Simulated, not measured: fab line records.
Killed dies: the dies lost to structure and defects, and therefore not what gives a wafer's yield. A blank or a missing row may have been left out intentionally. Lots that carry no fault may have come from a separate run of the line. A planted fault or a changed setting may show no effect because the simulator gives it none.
fab line records	flow nand_harc	part 1 of 2: steps 1 to 19 of 29
record: lots: 5	wafers: 15	last_day: 23
route steps=1159 shown A_STAIRCASE@606
lots with no fault: from the same line, run without faults
start_h: the number of hours between the record's first day and the start of the first shown wafer of the lot	wait_h: hours since the lot's step before	" as in the row above	L1.1+2: one row covering several wafers at once	- no value, or no start was given	* or withheld: withheld	< > ~ a bound
route shown NAME@n: a module of which the file shows steps, and the number in the route of the first	usual: mean and standard deviation over wafers with no fault	same: alike in all rows	chamber/n: place in a boat	sites: each site's reading	_std_site: the standard deviation of these	_edge_site: outer sites' mean less inner sites'	radius_mm: for every site, how far away it sits from the centre of the wafer	mask NAME#n: copy n	behind: the last tool/chamber to shape the wafer	hold: cause of the lot's hold/its duration in hours/its outcome	device: which transistor (n, p or np) failed to switch	end of line: the same wafers' tests at the end of the route	a step with no rows: only its recipe	killed: dies lost to structure and defects at the first sort, not the wafer's yield	map: dies across one wafer; x = killed, . = not, _ = none there
set.NAME: the setting that was run; set.NAME@STEP: the one run at that earlier step	model.NAME: the simulator's own value behind a step, which no gauge read
lots at some steps of the route; a table a step, a row a wafer
services: from which hour (start_h, from the record's first day; less than 0 if before it) a tool's chamber was out of use, for how many hours, and why
== steps ==
step: NHARC_A_STAIRCASE_SOFTBAKE_212
recipe: temp_c: 135	time_s: 170
lot.wafer	tool	chamber	start_h	wait_h
L077.1+3+5	litho_track-03	0	-	-
L080.1+2+6	litho_track-07	0	-	-
L083.4+5+6	litho_track-03	0	-	-
L090.1+2+3	litho_track-05	0	-	-
L089.2+4+5	litho_track-05	0	-	-
step: NHARC_A_STAIRCASE_EBR_213
lot.wafer	tool	chamber	start_h	wait_h
L077.1+3+5	litho_track-03	0	-	-
L080.1+2+6	litho_track-07	0	-	-
L083.4+5+6	litho_track-03	0	-	-
L090.1+2+3	litho_track-05	0	-	-
L089.2+4+5	litho_track-05	0	-	-
step: NHARC_A_STAIRCASE_EXPOSE_214
recipe: na: 0.5	dose_mj: 31.26	mask_id: STAIR_3
lot.wafer	tool	chamber	start_h	wait_h	mask
L077.1+3+5	krf_scanner-01	0	260.84	-	STAIR_3#0
L080.1+2+6	krf_scanner-02	0	271.01	-	STAIR_3#0
L083.4+5+6	krf_scanner-01	0	304.45	-	STAIR_3#0
L090.1+2+3	krf_scanner-02	0	342.56	-	STAIR_3#0
L089.2+4+5	krf_scanner-02	0	343.45	-	STAIR_3#0
step: NHARC_A_STAIRCASE_PEB_215
recipe: peb_temp_c: 115	peb_time_s: 130
lot.wafer	tool	chamber	start_h	wait_h
L077.1+3+5	litho_track-03	0	260.91	0.1
L080.1+2+6	litho_track-07	0	271.07	0.1
L083.4+5+6	litho_track-03	0	304.50	0.0
L090.1+2+3	litho_track-05	0	342.63	0.1
L089.2+4+5	litho_track-05	0	343.51	0.1
step: NHARC_A_STAIRCASE_DEVELOP_216
recipe: time_s: 140
lot.wafer	tool	chamber	start_h	wait_h
L077.1+3+5	litho_track-03	0	-	-
L080.1+2+6	litho_track-07	0	-	-
L083.4+5+6	litho_track-03	0	-	-
L090.1+2+3	litho_track-05	0	-	-
L089.2+4+5	litho_track-05	0	-	-
step: NHARC_A_STAIRCASE_HARDBAKE_218
recipe: temp_c: 120	time_s: 140
lot.wafer	tool	chamber	start_h	wait_h
L077.1+3+5	litho_track-05	0	261.13	-
L080.1+2+6	litho_track-05	0	271.29	-
L083.4+5+6	litho_track-07	0	304.73	-
L090.1+2+3	litho_track-07	0	342.84	-
L089.2+4+5	litho_track-03	0	343.74	-
step: NHARC_A_STAIRCASE_DESCUM_219
recipe: time_s: 3	o2_flow_sccm: 200	ar_flow_sccm: 0	bias_power_w: 0	chemistry: O2
usual: drypump_motor_current_A: 5.7/0.38	oes_product_au: 1.004/0.0073	rf_vpp_V: 57.7/0.75	showerhead_plenum_p_Torr: 1.89/0.087	throttle_valve_pct: 11.309/0.0093
lot.wafer	tool	chamber	start_h	wait_h	drypump_motor_current_A	oes_product_au	rf_hours_counter_h	rf_vpp_V	showerhead_plenum_p_Torr	throttle_valve_pct
L077.3	rie_diel-01	1	261.22	-	5.8	1.010	43	56.6	1.83	11.318
L077.1	"	0	"	"	5.4	1.003	44	58.2	1.82	11.312
L077.5	"	2	"	"	6.3	1.006	-	57.8	1.98	11.292
L080.2	rie_diel-02	1	271.39	-	5.4	1.000	41	57.9	1.79	11.315
L080.1	"	2	"	"	5.8	0.990	40	57.6	1.82	11.312
L080.6	"	1	"	"	5.4	0.996	-	57.2	1.79	11.301
L083.4	rie_diel-02	0	304.82	-	5.2	1.001	51	58.1	1.94	11.321
L083.6	"	2	"	"	5.8	0.995	-	57.4	1.82	11.322
L083.5	"	3	"	"	6.3	1.000	-	58.4	2.02	11.310
L090.3	rie_diel-13	1	342.94	-	6.3	1.011	27	57.7	1.81	11.309
L090.1	"	3	"	"	5.4	1.003	24	58.0	1.87	11.318
L090.2	"	0	"	"	5.4	1.010	24	57.3	1.90	11.305
L089.2	rie_diel-01	3	343.82	-	5.5	1.006	9	59.3	1.92	11.316
L089.4	"	2	"	"	6.3	1.013	8	55.8	1.97	11.310
L089.5	"	0	"	"	5.4	0.997	-	56.8	1.81	11.313
step: NHARC_A_STAIRCASE_TRIM_220
recipe: time_s: 211.2	o2_flow_sccm: 500	ar_flow_sccm: 0	bias_w: 0	chemistry: O2
usual: drypump_motor_current_A: 5.7/0.37	oes_product_au: 1.003/0.0077	rf_vpp_V: 57.7/0.95	showerhead_plenum_p_Torr: 3.48/0.14	throttle_valve_pct: 17.036/0.01
lot.wafer	tool	chamber	start_h	wait_h	drypump_motor_current_A	oes_product_au	rf_hours_counter_h	rf_vpp_V	showerhead_plenum_p_Torr	throttle_valve_pct
L077.1	rie_diel-01	2	261.31	0.1	6.3	0.992	43	56.4	3.64	17.034
L077.3	"	0	"	"	5.4	0.996	44	56.3	3.36	17.038
L077.5	"	2	"	"	6.3	1.011	-	58.5	3.64	17.046
L080.1	rie_diel-02	0	271.47	0.1	5.2	1.002	40	55.2	3.59	17.053
L080.2	"	3	"	"	6.2	1.010	29	58.0	3.72	17.015
L080.6	"	0	"	"	5.3	0.999	-	57.4	3.59	17.029
L083.4	rie_diel-02	2	304.89	0.1	5.8	1.003	52	57.3	3.36	17.042
L083.6	"	2	"	"	5.8	0.999	-	57.4	3.36	17.015
L083.5	"	3	"	"	6.3	1.017	-	58.5	3.71	17.038
L090.3	rie_diel-13	3	343.13	0.2	5.4	1.016	24	57.4	3.45	17.013
L090.1	"	0	"	"	5.5	1.016	24	58.5	3.50	17.016
L090.2	"	1	"	"	6.3	1.009	27	56.1	3.34	17.029
L089.4	rie_diel-01	3	343.92	0.1	5.5	0.999	9	58.4	3.55	17.050
L089.2	"	0	"	"	5.4	1.000	8	58.3	3.34	17.028
L089.5	"	2	"	"	6.3	1.014	-	58.5	3.62	17.030
step: NHARC_A_STAIRCASE_ETCH_221
recipe: target_depth_a: 1000	time_s: 40.5	ion_energy_ev: 400	c4f8_flow_sccm: 20	o2_flow_sccm: 10	ar_flow_sccm: withheld	rf_w: 600	bias_w: 1000	chemistry: C4F8/O2
usual: oes_product_au: 0.946/0.014	rf_fwd_power_W: 592.9/2.6	rf_vpp_V: 894/5.4
lot.wafer	tool	chamber	start_h	wait_h	oes_product_au	rf_fwd_power_W	rf_hours_counter_h	rf_vpp_V
L077.1	rie_diel-01	3	-	-	0.941	593.2	44	896
L077.3	"	1	"	"	0.949	592.0	43	890
L077.5	"	3	"	"	0.933	591.6	-	896
L080.1	rie_diel-02	1	-	-	0.927	592.5	41	888
L080.2	"	3	"	"	0.959	594.1	30	903
L080.6	"	1	"	"	0.924	592.8	-	888
L083.4	rie_diel-02	3	-	-	0.953	598.9	41	903
L083.5	"	2	"	"	0.932	594.6	-	891
L083.6	"	3	"	"	0.946	597.8	-	903
L090.1	rie_diel-13	3	-	-	0.923	589.6	24	894
L090.2	"	0	"	"	0.933	594.3	24	895
L090.3	"	1	"	"	0.921	592.7	27	888
L089.4	rie_diel-01	2	-	-	0.963	592.7	9	900
L089.2	"	3	"	"	0.946	589.8	9	898
L089.5	"	1	"	"	0.971	591.4	-	890
step: NHARC_A_STAIRCASE_TRIM_222
recipe: time_s: 211.2	o2_flow_sccm: 500	ar_flow_sccm: 0	bias_w: 0	chemistry: O2
usual: drypump_motor_current_A: 5.7/0.36	oes_product_au: 1.004/0.0082	rf_vpp_V: 57.6/0.85	showerhead_plenum_p_Torr: 3.47/0.15	throttle_valve_pct: 17.036/0.0095
lot.wafer	tool	chamber	start_h	wait_h	drypump_motor_current_A	oes_product_au	rf_hours_counter_h	rf_vpp_V	showerhead_plenum_p_Torr	throttle_valve_pct
L077.1	rie_diel-01	0	-	-	5.4	1.005	45	57.3	3.36	17.036
L077.3	"	3	"	"	5.5	1.003	44	57.1	3.56	17.042
L077.5	"	0	"	"	5.4	1.000	-	57.2	3.36	17.043
L080.2	rie_diel-02	2	-	-	5.8	0.992	40	57.0	3.37	17.025
L080.1	"	0	"	"	5.3	0.996	40	58.4	3.59	17.031
L080.6	"	2	"	"	5.9	0.993	-	56.7	3.37	17.042
L083.4	rie_diel-02	0	-	-	5.3	0.994	51	57.7	3.58	17.039
L083.5	"	2	"	"	5.9	0.994	-	57.6	3.36	17.035
L083.6	"	3	"	"	6.3	1.010	-	57.0	3.71	17.028
L090.2	rie_diel-13	3	-	-	5.4	1.003	24	58.7	3.45	17.046
L090.1	"	0	"	"	5.5	1.001	24	58.2	3.50	17.035
L090.3	"	2	"	"	5.7	1.008	25	56.5	3.79	17.042
L089.4	rie_diel-01	1	-	-	5.8	1.012	8	57.8	3.37	17.033
L089.2	"	2	"	"	6.3	1.013	9	57.9	3.62	17.048
L089.5	"	0	"	"	5.4	1.005	-	56.5	3.34	17.029
step: NHARC_A_STAIRCASE_ETCH_223
recipe: target_depth_a: 1000	time_s: 40.5	ion_energy_ev: 400	c4f8_flow_sccm: 20	o2_flow_sccm: 10	ar_flow_sccm: withheld	rf_w: 600	bias_w: 1000	chemistry: C4F8/O2
usual: oes_product_au: 0.948/0.011	rf_fwd_power_W: 592.9/2.8	rf_vpp_V: 895/5.4
lot.wafer	tool	chamber	start_h	wait_h	oes_product_au	rf_fwd_power_W	rf_hours_counter_h	rf_vpp_V
L077.3	rie_diel-01	3	-	-	0.959	594.1	44	897
L077.1	"	0	"	"	0.967	597.8	45	890
L077.5	"	0	"	"	0.953	599.8	-	890
L080.2	rie_diel-02	0	-	-	0.942	591.4	40	899
L080.1	"	2	"	"	0.938	596.3	40	889
L080.6	"	0	"	"	0.938	591.9	-	897
L083.4	rie_diel-02	2	-	-	0.935	596.3	53	889
L083.5	"	0	"	"	0.942	595.5	-	897
L083.6	"	1	"	"	0.948	592.5	-	887
L090.2	rie_diel-13	0	-	-	0.948	590.4	24	894
L090.3	"	1	"	"	0.961	593.1	27	890
L090.1	"	2	"	"	0.947	588.5	25	906
L089.2	rie_diel-01	2	-	-	0.971	594.4	9	900
L089.4	"	0	"	"	0.957	596.8	9	890
L089.5	"	2	"	"	0.966	594.0	-	899
step: NHARC_A_STAIRCASE_TRIM_224
recipe: time_s: 211.2	o2_flow_sccm: 500	ar_flow_sccm: 0	bias_w: 0	chemistry: O2
usual: drypump_motor_current_A: 5.8/0.37	oes_product_au: 1.004/0.0072	rf_vpp_V: 57.6/0.87	showerhead_plenum_p_Torr: 3.48/0.15	throttle_valve_pct: 17.037/0.0086
lot.wafer	tool	chamber	start_h	wait_h	drypump_motor_current_A	oes_product_au	rf_hours_counter_h	rf_vpp_V	showerhead_plenum_p_Torr	throttle_valve_pct
L077.3	rie_diel-01	1	-	-	5.8	0.997	43	57.5	3.39	17.031
L077.1	"	0	"	"	5.4	1.002	45	57.6	3.36	17.032
L077.5	"	1	"	"	5.8	1.002	-	55.8	3.39	17.049
L080.2	rie_diel-02	0	-	-	5.3	1.001	40	60.4	3.59	17.048
L080.1	"	1	"	"	5.4	1.001	41	56.9	3.32	17.031
L080.6	"	0	"	"	5.3	0.990	-	58.2	3.59	17.043
L083.4	rie_diel-02	3	-	-	6.3	1.014	41	57.7	3.71	17.045
L083.5	"	1	"	"	5.4	0.997	-	56.8	3.31	17.042
L083.6	"	2	"	"	5.8	0.993	-	55.4	3.36	17.043
L090.2	rie_diel-13	1	-	-	6.3	1.003	27	57.1	3.34	17.035
L090.1	"	3	"	"	5.4	0.996	24	58.1	3.45	17.046
L090.3	"	0	"	"	5.5	1.001	25	57.4	3.50	17.034
L089.2	rie_diel-01	2	-	-	6.4	1.018	9	57.8	3.62	17.043
L089.4	"	0	"	"	5.4	1.009	9	57.9	3.34	17.040
L089.5	"	1	"	"	5.8	1.010	-	57.5	3.37	17.041
step: NHARC_A_STAIRCASE_ETCH_225
recipe: target_depth_a: 1000	time_s: 40.5	ion_energy_ev: 400	c4f8_flow_sccm: 20	o2_flow_sccm: 10	ar_flow_sccm: withheld	rf_w: 600	bias_w: 1000	chemistry: C4F8/O2
usual: oes_product_au: 0.945/0.0086	rf_fwd_power_W: 592.7/2.5	rf_vpp_V: 894/5.5
lot.wafer	tool	chamber	start_h	wait_h	oes_product_au	rf_fwd_power_W	rf_hours_counter_h	rf_vpp_V
L077.1	rie_diel-01	2	-	-	0.935	594.4	44	899
L077.3	"	3	"	"	0.961	592.0	44	898
L077.5	"	0	"	"	0.956	593.1	-	891
L080.1	rie_diel-02	0	-	-	0.941	594.0	40	898
L080.2	"	3	"	"	0.958	597.9	30	902
L080.6	"	0	"	"	0.943	591.9	-	897
L083.4	rie_diel-02	0	-	-	0.965	590.5	52	898
L083.5	"	3	"	"	0.955	595.7	-	902
L083.6	"	0	"	"	0.948	588.3	-	898
L090.2	rie_diel-13	1	-	-	0.944	594.6	27	890
L090.1	"	2	"	"	0.949	591.7	25	906
L090.3	"	3	"	"	0.942	592.3	24	893
L089.4	rie_diel-01	0	-	-	0.946	591.6	9	888
L089.2	"	2	"	"	0.958	593.0	9	900
L089.5	"	1	"	"	0.947	588.5	-	890
step: NHARC_A_STAIRCASE_TRIM_226
recipe: time_s: 211.2	o2_flow_sccm: 500	ar_flow_sccm: 0	bias_w: 0	chemistry: O2
usual: drypump_motor_current_A: 5.8/0.37	oes_product_au: 1.004/0.0075	rf_vpp_V: 57.7/0.92	showerhead_plenum_p_Torr: 3.48/0.15	throttle_valve_pct: 17.038/0.0087
lot.wafer	tool	chamber	start_h	wait_h	drypump_motor_current_A	oes_product_au	rf_hours_counter_h	rf_vpp_V	showerhead_plenum_p_Torr	throttle_valve_pct
L077.1	rie_diel-01	3	-	-	5.6	1.003	44	57.1	3.56	17.035
L077.3	"	1	"	"	5.8	1.015	43	58.5	3.39	17.045
L077.5	"	2	"	"	6.3	1.013	-	58.6	3.64	17.040
L080.2	rie_diel-02	0	-	-	5.3	1.006	40	58.0	3.59	17.050
L080.1	"	2	"	"	5.8	1.003	40	58.9	3.37	17.029
L080.6	"	3	"	"	6.3	1.010	-	58.1	3.72	17.033
L083.4	rie_diel-02	1	-	-	5.4	1.000	53	58.4	3.31	17.035
L083.6	"	2	"	"	5.8	0.999	-	58.0	3.36	17.034
L083.5	"	3	"	"	6.3	1.012	-	58.5	3.71	17.041
L090.1	rie_diel-13	0	-	-	5.5	1.001	25	57.9	3.50	17.036
L090.2	"	1	"	"	6.3	1.000	27	57.2	3.34	17.028
L090.3	"	3	"	"	5.5	0.996	25	57.5	3.45	17.023
L089.4	rie_diel-01	1	-	-	5.8	1.006	9	57.1	3.37	17.041
L089.2	"	0	"	"	5.4	1.013	9	57.2	3.34	17.041
L089.5	"	1	"	"	5.8	1.007	-	57.5	3.37	17.039
step: NHARC_A_STAIRCASE_ETCH_227
recipe: target_depth_a: 1000	time_s: 40.5	ion_energy_ev: 400	c4f8_flow_sccm: 20	o2_flow_sccm: 10	ar_flow_sccm: withheld	rf_w: 600	bias_w: 1000	chemistry: C4F8/O2
usual: oes_product_au: 0.946/0.0095	rf_fwd_power_W: 593.1/2.7	rf_vpp_V: 894/5.6
lot.wafer	tool	chamber	start_h	wait_h	oes_product_au	rf_fwd_power_W	rf_hours_counter_h	rf_vpp_V
L077.3	rie_diel-01	2	-	-	0.937	591.6	44	900
L077.1	"	1	"	"	0.945	587.5	43	888
L077.5	"	3	"	"	0.944	593.3	-	898
L080.1	rie_diel-02	0	-	-	0.943	593.2	40	899
L080.2	"	2	"	"	0.944	594.0	40	892
L080.6	"	3	"	"	0.942	596.1	-	903
L083.4	rie_diel-02	3	-	-	0.950	594.2	42	903
L083.5	"	3	"	"	0.950	594.4	-	904
L083.6	"	0	"	"	0.962	594.3	-	898
L090.3	rie_diel-13	3	-	-	0.938	585.0	25	894
L090.1	"	0	"	"	0.950	593.6	25	897
L090.2	"	2	"	"	0.960	592.7	26	905
L089.2	rie_diel-01	1	-	-	0.959	591.4	9	892
L089.4	"	2	"	"	0.954	593.5	9	900
L089.5	"	3	"	"	0.954	591.7	-	896
step: NHARC_A_STAIRCASE_TRIM_229
recipe: time_s: 211.2	o2_flow_sccm: 500	ar_flow_sccm: 0	bias_w: 0	chemistry: O2
usual: drypump_motor_current_A: 5.7/0.37	oes_product_au: 1.003/0.0082	rf_vpp_V: 57.7/0.86	showerhead_plenum_p_Torr: 3.49/0.15	throttle_valve_pct: 17.036/0.0087
lot.wafer	tool	chamber	start_h	wait_h	drypump_motor_current_A	oes_product_au	rf_hours_counter_h	rf_vpp_V	showerhead_plenum_p_Torr	throttle_valve_pct
L077.3	rie_diel-01	1	262.77	0.1	5.8	1.008	43	57.8	3.39	17.032
L077.1	"	2	"	"	6.3	1.010	44	58.3	3.64	17.052
L077.5	"	2	"	"	6.3	1.000	-	57.4	3.64	17.043
L080.2	rie_diel-02	3	272.58	0.1	6.3	1.015	30	57.5	3.72	17.034
L080.1	"	1	"	"	5.4	1.002	41	57.4	3.32	17.051
L080.6	"	0	"	"	5.3	0.998	-	56.4	3.59	17.048
L083.4	rie_diel-02	1	305.94	0.1	5.4	1.007	54	57.9	3.31	17.031
L083.6	"	0	"	"	5.2	0.998	-	58.3	3.58	17.055
L083.5	"	1	"	"	5.4	1.003	-	57.1	3.31	17.041
L090.2	rie_diel-13	0	344.29	0.1	5.5	1.007	25	57.1	3.50	17.051
L090.1	"	1	"	"	6.3	0.997	28	57.9	3.34	17.035
L090.3	"	2	"	"	5.7	1.000	26	59.1	3.79	17.031
L089.2	rie_diel-01	0	344.94	0.1	5.4	0.991	9	58.0	3.34	17.038
L089.4	"	3	"	"	5.6	1.006	10	57.1	3.55	17.032
L089.5	"	0	"	"	5.4	1.011	-	57.0	3.34	17.052
step: NHARC_A_STAIRCASE_ETCH_230
recipe: target_depth_a: 1000	time_s: 40.5	ion_energy_ev: 400	c4f8_flow_sccm: 20	o2_flow_sccm: 10	ar_flow_sccm: withheld	rf_w: 600	bias_w: 1000	chemistry: C4F8/O2
usual: oes_product_au: 0.947/0.014	rf_fwd_power_W: 593.1/2.5	rf_vpp_V: 894/5.3
lot.wafer	tool	chamber	start_h	wait_h	oes_product_au	rf_fwd_power_W	rf_hours_counter_h	rf_vpp_V
L077.1	rie_diel-01	1	-	-	0.954	591.6	44	889
L077.3	"	2	"	"	0.949	595.7	44	900
L077.5	"	1	"	"	0.947	590.8	-	890
L080.2	rie_diel-02	2	-	-	0.928	595.3	40	889
L080.1	"	3	"	"	0.949	595.6	30	902
L080.6	"	2	"	"	0.946	596.6	-	891
L083.4	rie_diel-02	3	-	-	0.954	595.2	42	903
L083.5	"	1	"	"	0.939	590.8	-	887
L083.6	"	2	"	"	0.932	596.1	-	887
L090.1	rie_diel-13	3	-	-	0.934	590.4	25	893
L090.3	"	0	"	"	0.942	591.7	25	895
L090.2	"	2	"	"	0.955	592.9	26	906
L089.4	rie_diel-01	3	-	-	0.962	591.0	10	896
L089.2	"	1	"	"	0.951	587.3	9	889
L089.5	"	3	"	"	0.957	591.0	-	897
step: NHARC_A_STAIRCASE_TRIM_231
recipe: time_s: 211.2	o2_flow_sccm: 500	ar_flow_sccm: 0	bias_w: 0	chemistry: O2
usual: drypump_motor_current_A: 5.7/0.37	oes_product_au: 1.002/0.0079	rf_vpp_V: 57.7/0.9	showerhead_plenum_p_Torr: 3.50/0.15	throttle_valve_pct: 17.038/0.0085
lot.wafer	tool	chamber	start_h	wait_h	drypump_motor_current_A	oes_product_au	rf_hours_counter_h	rf_vpp_V	showerhead_plenum_p_Torr	throttle_valve_pct
L077.3	rie_diel-01	0	-	-	5.4	1.011	45	57.7	3.36	17.057
L077.1	"	1	"	"	5.8	1.007	44	56.8	3.39	17.035
L077.5	"	0	"	"	5.4	1.008	-	57.2	3.36	17.044
L080.2	rie_diel-02	3	-	-	6.3	1.004	30	58.8	3.72	17.046
L080.1	"	0	"	"	5.2	0.998	40	57.8	3.59	17.039
L080.6	"	0	"	"	5.3	1.001	-	58.1	3.59	17.043
L083.4	rie_diel-02	1	-	-	5.4	0.991	54	58.6	3.31	17.045
L083.6	"	3	"	"	6.3	1.008	-	59.1	3.71	17.058
L083.5	"	0	"	"	5.3	0.985	-	58.0	3.58	17.042
L090.3	rie_diel-13	3	-	-	5.4	0.992	25	57.4	3.45	17.029
L090.1	"	1	"	"	6.3	0.995	28	57.5	3.34	17.043
L090.2	"	2	"	"	5.6	1.013	26	58.7	3.79	17.029
L089.2	rie_diel-01	0	-	-	5.4	1.005	9	56.4	3.34	17.040
L089.4	"	3	"	"	5.6	0.998	10	57.7	3.54	17.043
L089.5	"	0	"	"	5.4	1.010	-	56.2	3.34	17.034
step: NHARC_A_STAIRCASE_ETCH_232
recipe: target_depth_a: 1000	time_s: 40.5	ion_energy_ev: 400	c4f8_flow_sccm: 20	o2_flow_sccm: 10	ar_flow_sccm: withheld	rf_w: 600	bias_w: 1000	chemistry: C4F8/O2
usual: oes_product_au: 0.944/0.012	rf_fwd_power_W: 593.1/2.7	rf_vpp_V: 895/5.4
lot.wafer	tool	chamber	start_h	wait_h	oes_product_au	rf_fwd_power_W	rf_hours_counter_h	rf_vpp_V
L077.3	rie_diel-01	1	-	-	0.924	587.7	44	892
L077.1	"	0	"	"	0.928	595.4	46	888
L077.5	"	2	"	"	0.931	596.9	-	900
L080.1	rie_diel-02	1	-	-	0.952	591.9	41	889
L080.2	"	2	"	"	0.943	597.8	41	890
L080.6	"	0	"	"	0.943	592.2	-	900
L083.4	rie_diel-02	3	-	-	0.942	593.7	42	903
L083.5	"	0	"	"	0.942	593.1	-	897
L083.6	"	1	"	"	0.953	585.9	-	888
L090.2	rie_diel-13	1	-	-	0.944	591.0	28	890
L090.1	"	2	"	"	0.947	592.7	26	905
L090.3	"	3	"	"	0.950	589.8	25	894
L089.2	rie_diel-01	2	-	-	0.955	596.6	9	901
L089.4	"	0	"	"	0.945	596.4	9	889
L089.5	"	2	"	"	0.951	594.6	-	899
